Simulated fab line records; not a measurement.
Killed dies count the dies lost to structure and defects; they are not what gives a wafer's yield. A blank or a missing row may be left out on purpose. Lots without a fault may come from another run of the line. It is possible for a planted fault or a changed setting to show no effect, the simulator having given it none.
A struck lot beside a sound one -- flow n5-finfet -- 22 out of 1938 route steps
Sound: the wafers L439.2, L439.5, L439.6. The struck wafers were L447.1, L447.2, L447.4. The cause comes at the end.
Each step with rows lists, per side, the tool, then ch with its chambers, then its first start. Under that, the readings that differ: sound wafers -- struck wafers -- difference of the means -- sigmas: that difference in standard deviations of wafers without a fault.
alike: words and numbers the same on both sides, and readings whose means are apart by under 2 such deviations; not compared: readings that were withheld, readings missing a value for some wafer, numbers with overlapping values and no deviation given by the record, and bounds like >300 which may hide the same value.
Wherever a step has rows on one side only, a row that says differs or no value, or a row with sigmas, the two part there. Numbers that don't overlap but have no deviation are shown without sigmas and don't part them. A reading that every wafer of one side lacks parts them only if that side has two wafers or more.

first, 1 step without rows for these wafers: N5_ZERO_LAYER_HARDBAKE_23 (time 120 s).
N5_ZERO_LAYER_CD_MEAS_11: the cd target is 2000 nm.
  sound on cd-sem-02 ch 0, day 2 00:46; struck on cd-sem-02 ch 0, day 4 00:39
  alike: cd-nm
N5_ZERO_LAYER_DESCUM_16: chemistry O2, time 7.9 s.
  sound on rie-diel-04 ch 2,3, day 2 00:48; struck on rie-diel-06 ch 1,2,3, day 4 00:41
reading,sound,struck,difference,sigmas
rf-vpp-V (V),241.6 242.8 239.9,244.3 244.4 245.5,+3.3,+2
  alike: drypump-motor-current-A, o2-flow-sccm, oes-product-au, showerhead-plenum-p-Torr, throttle-valve-pct
  not compared: rf-hours-counter-h
N5_ZERO_LAYER_ETCH_17: etches SiO2 in CF4, target depth 12 nm, time 13.3 s.
  sound on rie-diel-04 ch 2,3, day 2 00:50; struck on rie-diel-06 ch 1,2,3, day 4 00:43
  alike: drypump-motor-current-A, oes-product-au, rf-vpp-V, showerhead-plenum-p-Torr, throttle-valve-pct
  not compared: rf-hours-counter-h
N5_ZERO_LAYER_ETCH_18: etches Si in HBr/Cl2, target depth 120 nm, time 40 s.
  sound on rie-si-03 ch 0,2,3, day 2 00:55; struck on rie-si-06 ch 1,2,3, day 4 00:47
  alike: drypump-motor-current-A, oes-product-au, throttle-valve-pct
  not compared: rf-hours-counter-h
N5_ZERO_LAYER_STRIP_24: strips in O2.
  sound on plasma-asher-01 ch 0,1, day 2 01:01; struck on plasma-asher-01 ch 0,1, day 4 00:54
  alike: drypump-motor-current-A, heater-power-w, o2-flow-sccm, oes-product-au, strip-time-to-endpoint-s
  not compared: rf-hours-counter-h
then, 1 step without rows for these wafers: N5_ZERO_LAYER_STRIP_19 (strips in SPM, time 900 s).
N5_ZERO_LAYER_INSPECT_20: inspects for defects (darkfield).
  struck on defect-inspect-01, day 4 01:16; sound on defect-inspect-02, day 2 01:23
  alike: raw-defect-count
then, 4 steps without rows for these wafers: N5_WELL_APT_HMDS_01 (time 60 s); N5_WELL_APT_COAT_02 (resist thk 950 nm); N5_WELL_APT_EBR_04; N5_WELL_APT_SOFTBAKE_03 (time 60 s).
N5_WELL_APT_EXPOSE_05: exposes mask NWELL, defocus 0 nm, target cd 200 nm.
  sound on krf-scanner-01 ch 0, day 2 01:31; struck on krf-scanner-01 ch 0, day 4 01:31
reading,sound,struck,difference,sigmas
exposure-dose-mJ-cm2,20.297 20.277 20.289,19.883 19.820 19.905,-0.418,-17
  alike: mask
then, 3 steps without rows for these wafers: N5_WELL_APT_PEB_06 (peb time 90 s); N5_WELL_APT_DEVELOP_07 (develop time 45 s); N5_WELL_APT_HARDBAKE_12 (time 120 s).
N5_WELL_APT_CD_MEAS_08: the cd target is 200 nm.
  sound on cd-sem-03 ch 0, day 2 01:41; struck on cd-sem-02 ch 0, day 4 01:41
reading,sound,struck,difference,sigmas
cd-nm (nm),200.7 201.2 199.7,198.6 197.7 195.3,-3.3,-2
N5_WELL_APT_OVL_MEAS_09:
  sound on overlay-02 ch 0, day 2 01:43; struck on overlay-02 ch 0, day 4 01:43
  alike: NWELL_OVL
N5_WELL_APT_INSPECT_10: inspects for defects (macro).
  struck on defect-inspect-02, day 4 01:44; sound on defect-inspect-01, day 2 01:44
  alike: raw-defect-count
N5_WELL_APT_DESCUM_13: chemistry O2, time 7.9 s.
  sound on rie-diel-01 ch 0,1, day 2 01:59; struck on rie-diel-03 ch 1,2,3, day 4 01:47
reading,sound,struck,difference,sigmas
model.WELL_APT.cd-nm (nm),201 200.7 200,198.4 197.5 195.3,-3.5,
  alike: drypump-motor-current-A, o2-flow-sccm, oes-product-au, rf-vpp-V, showerhead-plenum-p-Torr, throttle-valve-pct
  not compared: rf-hours-counter-h
then, 1 step without rows for these wafers: N5_WELL_APT_IMPLANT_14.
-- the record jumps here: 8 days lie between the struck wafers' starts before and after (it left off in module WELL_APT and takes up again in module BEOL_M4, whose first step shown is number 1111 of the route) --
N5_BEOL_M4_RC_MEAS_101:
  sound on prober-01 ch 0, day 9 13:47; struck on prober-01 ch 0, day 11 15:01
  alike: DIBL_N, DIBL_P, IOFF_N, IOFF_P, ION_N, ION_P, SS_N, SS_P, VT_N, VT_P

WHERE THEY PART
First at N5_ZERO_LAYER_DESCUM_16; last, within this record, at N5_WELL_APT_CD_MEAS_08. Later steps at which nothing parts them and some readings are alike: N5_WELL_APT_OVL_MEAS_09, N5_WELL_APT_INSPECT_10, N5_WELL_APT_DESCUM_13, N5_BEOL_M4_RC_MEAS_101.

WHY: what had been put in by the simulator
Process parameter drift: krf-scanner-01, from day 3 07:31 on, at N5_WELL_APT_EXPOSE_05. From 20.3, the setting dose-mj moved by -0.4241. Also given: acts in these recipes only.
